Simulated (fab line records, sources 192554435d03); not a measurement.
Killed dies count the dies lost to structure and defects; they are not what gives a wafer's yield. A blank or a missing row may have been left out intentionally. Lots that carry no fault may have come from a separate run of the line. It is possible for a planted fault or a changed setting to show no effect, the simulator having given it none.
Lot-split experiment ; flow n5-finfet ; 21 wafers read across 7 lots, on a route 1938 steps long

## ON THE SPLIT
At N5_BEOL_M3_COAT_05 (resist thk 30 nm), the setting spin-rpm was moved away from the recipe's 1500 rpm on 6 of the 21 wafers read, by -10.3% to +7.7%. For the rest of the wafers, this setting stayed at what the recipe calls for.

## FROM THE SPLIT TO THE READING: what the file shows between them, 4 steps
- N5_BEOL_M3_EBR_07
- N5_BEOL_M3_SOFTBAKE_06: time 60 s
- N5_BEOL_M3_EXPOSE_08: exposes mask M3
- N5_BEOL_M3_PEB_09: peb time 60 s

## THE READING
CAR-EUV_of_BEOL_M3_COAT_05.thk-nm (the simulator's own value, which no gauge read), in nm, at N5_BEOL_M3_DEVELOP_10 (develop time 30 s). The file gives no usual value for it. The 15 wafers here that ran the recipe average 29.6 nm, standard deviation 0.088 nm.

wafer;tool, chamber at the split;spin-rpm as run, rpm;against the recipe;CAR-EUV_of_BEOL_M3_COAT_05.thk-nm, nm;against lot-mates on the recipe
L075.2;litho-track-04, 0;1345;-10.3%;31.2;+1.6
L075.4;litho-track-04, 0;1500;recipe;29.6;-
L075.5;litho-track-04, 0;1500;recipe;29.6;-
L077.1;litho-track-01, 0;1500;recipe;29.6;-
L077.3;litho-track-01, 0;1500;recipe;29.6;-
L077.5;litho-track-01, 0;1500;recipe;29.6;-
L080.2;litho-track-01, 0;1500;recipe;29.4;-
L080.5;litho-track-01, 0;1500;recipe;29.6;-
L080.6;litho-track-01, 0;1369;-8.7%;31;+1.5
L085.2;litho-track-04, 0;1500;recipe;29.6;-
L085.3;litho-track-04, 0;1500;recipe;29.6;-
L085.4;litho-track-04, 0;1500;recipe;29.6;-
L095.3;litho-track-04, 0;1574;+4.9%;28.8;-0.8
L095.4;litho-track-04, 0;1500;recipe;29.6;-
L095.6;litho-track-04, 0;1500;recipe;29.6;-
L096.1;litho-track-02, 0;1616;+7.7%;28.4;-1.2
L096.4;litho-track-02, 0;1616;+7.7%;28.4;-1.2
L096.3;litho-track-02, 0;1500;recipe;29.6;-
L097.3;litho-track-01, 0;1500;recipe;29.8;-
L097.5;litho-track-01, 0;1500;recipe;29.8;-
L097.4;litho-track-01, 0;1444;-3.7%;30.2;+0.4

THE FIT
A straight line over all 21 wafers: CAR-EUV_of_BEOL_M3_COAT_05.thk-nm changes by -0.157 nm for each +1% of spin-rpm; r = -0.99; the points scatter about the line by 0.08 nm.
The same after taking each lot's own level away (the mean of its wafers on the recipe; 21 wafers): -0.157 nm for each +1%; r = -1.00; scatter 0.062 nm.
The reading moves by 1.6 nm for the largest change in spin-rpm, on that fit.
From 29.50 to 29.80 nm: that is the span of the lots' own levels, equal to 3.4 times the standard deviation above.
The two slopes agree, so the slope changes little with the lot-to-lot level.
Check: for one of the wafers moved furthest among these (-10.3%), held out of the fit, the line's prediction against its lot-mates is +1.63 nm. It came out at +1.6 nm against them.

## THESE WAFERS: OTHER SPLITS
Note: prior to the reading, these wafers also went through further splits. Each is held against what the fit with the lots' levels taken away leaves over:
other split on the same wafers;wafers away from the commonest value;r with CAR-EUV_of_BEOL_M3_COAT_05.thk-nm (lot level and that fit taken away)
N5_BEOL_M2_DESCUM_33 time-s;4;+0.08
N5_BEOL_M2_VIA_ETCH_34 time-s;6;-0.09
N5_BEOL_M3_HM_DEP_02 target-thk-a;6;+0.25

## THE WHOLE CHAIN: every reading that the file lists as answering this split, in the file's order
step;what it does;reading;change (the file's fit);r (the file's)
N5_BEOL_M3_COAT_05;resist thk 30 nm;CAR-EUV_of_BEOL_M3_COAT_05.thk-nm (the simulator's own value, which no gauge read);-0.152 nm for each +1% of the setting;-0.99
N5_BEOL_M3_DEVELOP_10;develop time 30 s;CAR-EUV_of_BEOL_M3_COAT_05.thk-nm (the simulator's own value, which no gauge read);-0.158 nm for each +1% of the setting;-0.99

## THE FILE'S OWN FIT
CAR-EUV_of_BEOL_M3_COAT_05.thk-nm changes by -0.158 nm for each +1% of spin-rpm, r = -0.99.
